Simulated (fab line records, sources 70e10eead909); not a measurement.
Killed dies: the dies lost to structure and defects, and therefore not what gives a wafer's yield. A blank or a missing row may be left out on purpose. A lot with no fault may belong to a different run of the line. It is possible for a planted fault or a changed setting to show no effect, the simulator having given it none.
Struck lot and sound lot, side by side -- flow nand harc -- 24 steps out of a route of 1159
Sound: the wafers L396.3, L396.4, L396.5. Struck: wafer L408.1 (left out: L408.3, L408.6 of the same lot, which were not struck); the cause appears at the end.
For every step that has rows: the tool of each side, followed by ch and its chambers, followed by its first start. Under that, the readings that differ: sound wafers -- struck wafers -- difference of the means -- sigmas: that difference in standard deviations of wafers without a fault.
alike: a reading whose means differ by less than 2 such deviations, as well as words and numbers matching on both sides. not compared: withheld readings; readings where some wafer has no value; bounds like >300 that might hide an equal value; numbers whose values overlap and for which the record gives no deviation.
A row with sigmas, a row that says differs or no value, or rows on one side alone: a step with any of these is where the two part. Numbers that have no deviation but don't overlap get no sigmas and don't part them. Lack of a reading on every wafer of one side parts them only where that side has two or more wafers.

first, 1 step without rows for these wafers: NHARC_A_WL_FILL_SRD_14.
NHARC_A_WL_FILL_ALD_19: deposits TiN, target thk 2 nm, pulse time 3 s, ald cycles 100.
  sound on ald metal-03 ch 0,1,3, day 16 02:50; struck on ald metal-03 ch 3, day 18 22:15
  alike: heater power w, precursor pulse height rel
  not compared: since wet clean h
NHARC_A_WL_FILL_CVD_20: deposits W, target thk 75 nm, time 5064 s.
  sound on cvd w-01 ch 0,1; struck on cvd w-01 ch 1
reading,sound,struck,difference,sigmas
since wet clean h (h),- - -,124,no value on the sound wafers,
  alike: heater power w, throttle valve pct
NHARC_A_WL_FILL_CMP_12: polishes, t overpolish 30 s, target thk 75 nm.
  sound on cmp-03 ch 1,2, day 16 08:06; struck on cmp-04 ch 3, day 19 03:44
  alike: motor current A, overpolish run s, slurry filter dp kPa, time to endpoint s
following that, these wafers have no rows for 1 step: NHARC_A_WL_FILL_SRD_31.
NHARC_A_WL_FILL_INSPECT_15:
  sound on defect inspect-02 at day 16 08:35; struck on defect inspect-01 at day 19 04:11
  alike: raw defect count
NHARC_A_CONTACT_DEP_24: deposits SiO2, target thk 500 nm.
  sound on pecvd-01 ch 0,2, day 16 08:47; struck on pecvd-01 ch 0, day 19 04:16
  alike: heater power w, throttle valve pct
  not compared: since wet clean h
NHARC_A_CONTACT_DEP_28: deposits aC, target thk 3600 nm.
  sound on acl dep-03 ch 0, day 16 09:59; struck on acl dep-03 ch 0, day 19 05:17
  alike: throttle valve pct
NHARC_A_CONTACT_DEP_29: deposits SiON, target thk 70 nm.
  sound on pecvd-03 ch 0,1, day 16 11:29; struck on pecvd-01 ch 0, day 19 07:34
  alike: heater power w
  not compared: since wet clean h
then, 10 steps without rows for these wafers: NHARC_A_CONTACT_DEHYDRATE_32 (time 120 s); NHARC_A_CONTACT_HMDS_33 (time 30 s); NHARC_A_CONTACT_COAT_34 (time 75 s); NHARC_A_CONTACT_COAT_35 (time 65 s); NHARC_A_CONTACT_COAT_36 (resist thk 90 nm); NHARC_A_CONTACT_SOFTBAKE_37 (time 55 s); NHARC_A_CONTACT_EBR_38; NHARC_A_CONTACT_EXPOSE_39 (exposes mask A CC 3); NHARC_A_CONTACT_PEB_40 (peb time 65 s); NHARC_A_CONTACT_DEVELOP_41 (develop time 35 s).
NHARC_A_CONTACT_CD_MEAS_42 targets a cd of 200 nm.
  sound on cd sem-03 ch 0, day 16 12:19; struck on cd sem-03 ch 0, day 19 08:15
  alike: cd nm
NHARC_A_CONTACT_OVL_MEAS_43:
  sound on overlay-01 at day 16 12:23; struck on overlay-02 at day 19 08:20
  alike: overlay x nm, overlay y nm
NHARC_A_CONTACT_INSPECT_44:
  sound on defect inspect-01 at day 16 12:26; struck on defect inspect-01 at day 19 08:23
reading,sound,struck,difference,sigmas
raw defect count,27 28 27,1269,+1242,+83
then, 1 step without rows for these wafers: NHARC_A_CONTACT_DESCUM_47 (chemistry O2, time 3 s).
-- break in the record here, with 3 days between the starts of the struck wafers on either side (left off in module A_CONTACT, picked up again in module END, where the first step shown is number 1159 on the route) --
NHARC_END_SORT_01:
  here the record holds rows for the struck wafers (prober-01 ch 0, day 22 00:02) but none for the sound ones

WHERE THEY PART
Last at NHARC_END_SORT_01 as far as this record goes, first at NHARC_A_WL_FILL_CVD_20.

WHY: what had been put in by the simulator
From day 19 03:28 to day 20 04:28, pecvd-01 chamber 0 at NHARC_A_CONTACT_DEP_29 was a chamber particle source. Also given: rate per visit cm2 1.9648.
